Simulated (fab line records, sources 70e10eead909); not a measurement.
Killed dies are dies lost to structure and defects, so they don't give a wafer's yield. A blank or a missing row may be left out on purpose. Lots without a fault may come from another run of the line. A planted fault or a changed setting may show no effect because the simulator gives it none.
Chamber matching | flow nand_harc | NHARC_A_SLIT_DESCUM_14 on rie_diel-06: 4 sister chambers
The step chemistry O2, time 3 s. 4 wafers are shown with their chamber, then 11 later ones without.

WAFERS WITH THEIR CHAMBER
wafer  | chamber | showerhead_plenum_p_Torr (Torr)
L086.4 | 0       | 2.02
L090.1 | 3       | 1.86
L090.2 | 1       | 1.95
L092.4 | 2       | 1.88

WAFERS WITHOUT THEIR CHAMBER
wafer  | showerhead_plenum_p_Torr (Torr)
L092.5 | 1.86
L092.6 | 1.88
L093.4 | 1.86
L093.5 | 1.95
L093.6 | 2.01
L095.1 | 2.01
L095.2 | 1.86
L095.6 | 1.86
L097.1 | 1.88
L097.2 | 1.86
L097.5 | 1.88

WHICH CHAMBER EACH WENT THROUGH
wafer  | from the rows above | in truth
L092.5 | 3                   | 3
L092.6 | 2                   | 2
L093.4 | 3                   | 3
L093.5 | 1                   | 1
L093.6 | 0                   | 0
L095.1 | 0                   | 0
L095.2 | 3                   | 3
L095.6 | 3                   | 3
L097.1 | 2                   | 2
L097.2 | 3                   | 3
L097.5 | 2                   | 2
Placed correctly: 11 of 11. Can't be placed from these rows: 0. Placed wrongly: 0.
How it was worked out, from the rows above alone: a wafer's distance from a chamber is the root of the sum, over the readings, of the square of ((its reading less the chamber's mean) divided by the reading's scatter). The wafer belongs to the nearest chamber; if the next one is less than 2 further off, it can't be placed. A chamber's mean is the mean of its shown wafers. The scatter: with one shown wafer a chamber, the root of the mean of the squares of how far each hidden wafer lies from its nearest shown one.
